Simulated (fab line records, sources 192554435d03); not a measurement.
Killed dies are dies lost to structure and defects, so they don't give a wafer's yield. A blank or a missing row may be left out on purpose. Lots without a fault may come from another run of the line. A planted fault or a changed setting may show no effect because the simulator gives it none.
Chamber matching | flow n5_finfet | N5_BEOL_M0_STRIP_104 on rie_diel-05: 4 sister chambers
The step strips in N2/H2. 20 wafers are shown with their chamber, then 10 later ones without.

WAFERS WITH THEIR CHAMBER
wafer  | chamber | throttle_valve_pct (%) | drypump_motor_current_A (A) | showerhead_plenum_p_Torr (Torr)
L077.1 | 0       | 23.4                   | 5.9                         | 2.48
L077.3 | 1       | 24.0                   | 5.2                         | 2.59
L077.6 | 1       | 24.0                   | 5.2                         | 2.59
L079.1 | 3       | 23.7                   | 4.8                         | 2.64
L079.4 | 2       | 23.3                   | 5.5                         | 2.72
L079.6 | 1       | 24.0                   | 5.2                         | 2.58
L082.1 | 2       | 23.3                   | 5.6                         | 2.71
L082.5 | 2       | 23.3                   | 5.5                         | 2.71
L082.6 | 3       | 23.7                   | 4.9                         | 2.64
L086.1 | 3       | 23.7                   | 4.8                         | 2.63
L086.2 | 1       | 24.0                   | 5.2                         | 2.57
L086.3 | 0       | 23.4                   | 5.9                         | 2.47
L088.1 | 3       | 23.7                   | 4.8                         | 2.63
L088.4 | 1       | 24.0                   | 5.2                         | 2.57
L088.6 | 0       | 23.4                   | 5.9                         | 2.47
L091.2 | 0       | 23.4                   | 5.9                         | 2.47
L091.4 | 3       | 23.7                   | 4.8                         | 2.63
L091.6 | 0       | 23.4                   | 5.9                         | 2.47
L092.2 | 2       | 23.4                   | 5.6                         | 2.71
L092.3 | 0       | 23.4                   | 5.9                         | 2.47

SIGNATURES (means of the wafers above)
reading                  | chamber 0 | chamber 1 | chamber 2 | chamber 3 | scatter within a chamber
throttle_valve_pct       | 23.400    | 24.000    | 23.325    | 23.700    | 0.0217
drypump_motor_current_A  | 5.900     | 5.200     | 5.550     | 4.820     | 0.0335
showerhead_plenum_p_Torr | 2.4717    | 2.5800    | 2.7125    | 2.6340    | 0.00651
Rule: a wafer's distance from a chamber is the root of the sum, over the readings, of the square of ((its reading less the chamber's mean) divided by the reading's scatter). The wafer belongs to the nearest chamber; if the next one is less than 2 further off, it can't be placed. The scatter: the root of (the sum of the squares of (reading less its chamber's mean) over the shown wafers, divided by (wafers less chambers)).

WAFERS WITHOUT THEIR CHAMBER
wafer  | throttle_valve_pct (%) | drypump_motor_current_A (A) | showerhead_plenum_p_Torr (Torr)
L092.5 | 23.4                   | 5.9                         | 2.47
L093.1 | 23.4                   | 5.5                         | 2.70
L093.4 | 23.4                   | 5.9                         | 2.47
L093.6 | 24.1                   | 5.2                         | 2.57
L094.1 | 23.7                   | 4.9                         | 2.63
L094.3 | 23.4                   | 5.9                         | 2.47
L094.4 | 24.1                   | 5.2                         | 2.57
L096.3 | 23.4                   | 5.9                         | 2.46
L096.4 | 23.7                   | 4.8                         | 2.62
L096.5 | 23.7                   | 4.9                         | 2.62

WHICH CHAMBER EACH WENT THROUGH
wafer  | from the rows above | in truth
L092.5 | 0                   | 0
L093.1 | 2                   | 2
L093.4 | 0                   | 0
L093.6 | 1                   | 1
L094.1 | 3                   | 3
L094.3 | 0                   | 0
L094.4 | 1                   | 1
L096.3 | 0                   | 0
L096.4 | 3                   | 3
L096.5 | 3                   | 3
Placed correctly: 10 of 10. Can't be placed from these rows: 0. Placed wrongly: 0.
